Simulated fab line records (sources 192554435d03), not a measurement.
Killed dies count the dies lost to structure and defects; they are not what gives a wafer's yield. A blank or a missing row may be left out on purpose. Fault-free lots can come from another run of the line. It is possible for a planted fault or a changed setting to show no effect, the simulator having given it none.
Chamber matching	flow n5-finfet	N5_DUMMY_GATE_ALD_02 on ald-sin-03: 4 sister chambers
The step deposits SiO2, target thk 2 nm, pulse time 1 s. 8 wafers are shown with their chamber, then 7 later ones without.

== EACH WAFER AND ITS CHAMBER ==
wafer	chamber	heater-power-w (W)	chamber-pressure-Torr (Torr)
L899.1	2	377	2.004
L899.5	2	365	1.998
L900.3	3	389	1.995
L901.1	1	442	1.999
L901.4	0	508	1.991
L901.6	3	377	1.997
L902.1	1	452	2.004
L902.3	0	508	1.997

== WAFERS WITH NO CHAMBER GIVEN ==
wafer	heater-power-w (W)	chamber-pressure-Torr (Torr)
L902.6	375	2.004
L905.1	373	1.995
L905.2	449	2.007
L905.4	518	1.994
L907.2	366	2.001
L907.4	455	1.998
L907.6	396	2.003

== WHICH CHAMBER EACH WENT THROUGH ==
wafer	from the rows above	in truth
L902.6	can't be placed: 2 or 3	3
L905.1	can't be placed: 3 or 2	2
L905.2	1	1
L905.4	0	0
L907.2	2	2
L907.4	1	1
L907.6	can't be placed: 3 or 2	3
4 of 7 placed correctly. From these rows, 3 cannot be placed; in 3 the true chamber is one of the candidates. Wrongly placed: 0.
How it was worked out, from the rows above alone: a wafer's distance from a chamber is the root of the sum, over the readings, of the square of ((its reading less the chamber's mean) divided by the reading's scatter). If the next closest chamber is less than 2 further off than the closest, the wafer can't be placed; otherwise it belongs to the closest. A chamber's mean is the mean of its shown wafers. How the scatter is found: for the shown wafers, subtract from each reading the mean of its chamber, square and add these, divide the total by (wafers less chambers), then take the root.
